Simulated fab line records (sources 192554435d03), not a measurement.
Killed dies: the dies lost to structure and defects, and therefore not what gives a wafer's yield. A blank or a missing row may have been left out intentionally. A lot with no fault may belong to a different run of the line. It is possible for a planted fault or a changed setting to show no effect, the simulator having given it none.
What tool caused it? -- flow n5-finfet -- 12 lots, 36 wafers sampled, at 1 step of a route of 1938

== WHAT EACH GAUGE READ, for each wafer ==
N5_BEOL_M2_OVL_MEAS_29.
lot,measured,on,V1_OVL (nm)
L075,day 7 02:30,overlay-01,0.1 0.0 -0.6
L077,day 7 09:28,overlay-01,-0.8 0.0 0.5
L079,day 7 13:35,overlay-02,-0.2 0.6 -0.6
L081,day 8 11:20,overlay-01,0.7 0.1 0.4
L083,day 8 18:23,overlay-02,-0.6 0.0 0.2
L085,day 9 15:08,overlay-02,0.0 -0.3 -0.6
L087,day 9 21:50,overlay-01,0.2 0.3 -0.6
L088,day 10 14:11,overlay-01,0.7 0.4 1.1
L091,day 10 20:13,overlay-01,0.3 0.2 -0.6
L093,day 11 08:33,overlay-02,0.4 -0.1 -0.1
L097,day 12 12:23,overlay-02,1.0 -0.7 1.2
L096,day 12 14:25,overlay-02,-0.1 0.0 -1.1

== TOOL THAT RAN EACH LOT (tool first, then ch and the chambers of the sampled wafers, then the start) ==
Record: no process step prior to these readings.

== THE ANSWER, worked out from the rows above alone ==
Rule: the lots themselves supply what counts as usual. The widest of any qualifying gaps counts: lots, ordered by their means at a reading, are off when they make up no more than a third of the lots, leave a main group of 4 or more, and stand apart from it by 3 or more times the standard deviation of that group's means. The tables above print the reading to a certain number of digits; a main group whose means all agree to those digits is not used. Also off: a lot with no number at a reading for which 4 or more lots have one. Any other lot the step has rows for is counted as sound.
No lot is off on any of the readings shown, so nothing can be concluded from this.

== WHAT THE SIMULATOR PUT IN ==
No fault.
